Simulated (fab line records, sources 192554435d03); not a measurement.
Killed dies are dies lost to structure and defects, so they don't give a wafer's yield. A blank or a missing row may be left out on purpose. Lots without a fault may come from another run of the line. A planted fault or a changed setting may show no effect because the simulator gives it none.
Chamber matching | flow n5_finfet | N5_GATE_CUT_ETCH_19 on rie_diel-04: 4 sister chambers
The step etches SiNx in CH3F/O2, target depth 53.7 nm, time 76.7 s. 8 wafers are shown with their chamber, then 12 later ones without.

WAFERS WITH THEIR CHAMBER
wafer  | chamber | throttle_valve_pct (%) | showerhead_plenum_p_Torr (Torr)
L083.1 | 2       | 15.7                   | 1.95
L084.4 | 3       | 16.6                   | 2.06
L085.1 | 0       | 16.5                   | 2.07
L085.2 | 2       | 15.7                   | 1.95
L085.6 | 1       | 16.5                   | 2.06
L088.2 | 1       | 16.5                   | 2.05
L088.4 | 3       | 16.6                   | 2.06
L088.5 | 0       | 16.6                   | 2.07

WAFERS WITHOUT THEIR CHAMBER
wafer  | throttle_valve_pct (%) | showerhead_plenum_p_Torr (Torr)
L089.2 | 16.6                   | 2.06
L089.3 | 15.7                   | 1.95
L089.5 | 16.6                   | 2.05
L091.1 | 16.6                   | 2.06
L091.2 | 15.7                   | 1.95
L091.3 | 16.6                   | 2.05
L093.2 | 16.6                   | 2.06
L093.3 | 15.7                   | 1.95
L093.4 | 15.7                   | 1.95
L095.2 | 16.2                   | 2.05
L095.3 | 16.6                   | 2.05
L095.4 | 15.8                   | 1.94

WHICH CHAMBER EACH WENT THROUGH
wafer  | from the rows above     | in truth
L089.2 | 3                       | 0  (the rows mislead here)
L089.3 | 2                       | 2
L089.5 | can't be placed: 3 or 1 | 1
L091.1 | 3                       | 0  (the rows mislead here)
L091.2 | 2                       | 2
L091.3 | can't be placed: 3 or 1 | 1
L093.2 | 3                       | 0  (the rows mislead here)
L093.3 | 2                       | 2
L093.4 | 2                       | 2
L095.2 | 1                       | 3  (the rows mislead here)
L095.3 | can't be placed: 3 or 1 | 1
L095.4 | 2                       | 2
Placed correctly: 5 of 12. Can't be placed from these rows: 3 (the true chamber is among the candidates in 3). Placed wrongly: 4.
How it was worked out, from the rows above alone: a wafer's distance from a chamber is the root of the sum, over the readings, of the square of ((its reading less the chamber's mean) divided by the reading's scatter). The wafer belongs to the nearest chamber; if the next one is less than 2 further off, it can't be placed. A chamber's mean is the mean of its shown wafers. The scatter: the root of (the sum of the squares of (reading less its chamber's mean) over the shown wafers, divided by (wafers less chambers)).
